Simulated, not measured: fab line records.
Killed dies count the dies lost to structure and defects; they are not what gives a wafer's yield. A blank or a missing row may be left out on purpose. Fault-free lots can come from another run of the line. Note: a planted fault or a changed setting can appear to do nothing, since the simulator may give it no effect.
Chamber matching :: flow n5-finfet :: N5_HKMG_FIN_ETCH_35 on rie-diel-06: 4 sister chambers
The step etches SOC in N2/H2, target depth 215.8 nm, time 243.4 s. 4 wafers are shown with their chamber, then 12 later ones without.

EACH WAFER AND ITS CHAMBER
wafer: L093.2
chamber: 2
drypump-motor-current-A (A): 5.4

wafer: L093.3
chamber: 1
drypump-motor-current-A (A): 4.9

wafer: L093.5
chamber: 3
drypump-motor-current-A (A): 6.7

wafer: L093.6
chamber: 0
drypump-motor-current-A (A): 5.2

WAFERS WHOSE CHAMBER IS MISSING
wafer: L094.1
drypump-motor-current-A (A): 6.7

wafer: L094.2
drypump-motor-current-A (A): 5.1

wafer: L094.5
drypump-motor-current-A (A): 5.4

wafer: L095.2
drypump-motor-current-A (A): 5.2

wafer: L095.3
drypump-motor-current-A (A): 5.3

wafer: L095.5
drypump-motor-current-A (A): 4.8

wafer: L096.1
drypump-motor-current-A (A): 4.8

wafer: L096.2
drypump-motor-current-A (A): 5.4

wafer: L096.3
drypump-motor-current-A (A): 5.2

wafer: L096.4
drypump-motor-current-A (A): 6.7

wafer: L096.5
drypump-motor-current-A (A): 6.7

wafer: L096.6
drypump-motor-current-A (A): 5.4

WHICH CHAMBER EACH WENT THROUGH
wafer: L094.1
from the rows above: 3
in truth: 3

wafer: L094.2
from the rows above: can't be placed: 0 or 1
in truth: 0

wafer: L094.5
from the rows above: 2
in truth: 2

wafer: L095.2
from the rows above: 0
in truth: 0

wafer: L095.3
from the rows above: can't be placed: 0 or 2
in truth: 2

wafer: L095.5
from the rows above: 1
in truth: 1

wafer: L096.1
from the rows above: 1
in truth: 1

wafer: L096.2
from the rows above: 2
in truth: 2

wafer: L096.3
from the rows above: 0
in truth: 0

wafer: L096.4
from the rows above: 3
in truth: 3

wafer: L096.5
from the rows above: 3
in truth: 3

wafer: L096.6
from the rows above: 2
in truth: 2
Placed correctly: 10 of 12. Can't be placed from these rows: 2 (the true chamber is among the candidates in 2). Wrongly placed: 0.
How it was worked out, from the rows above alone: a wafer's distance from a chamber is the root of the sum, over the readings, of the square of ((its reading less the chamber's mean) divided by the reading's scatter). If the next closest chamber is less than 2 further off than the closest, the wafer can't be placed; otherwise it belongs to the closest. Each chamber's mean is taken over the wafers shown for it. The scatter: root of mean squared gap, hidden wafer to nearest shown wafer, with one shown wafer a chamber.
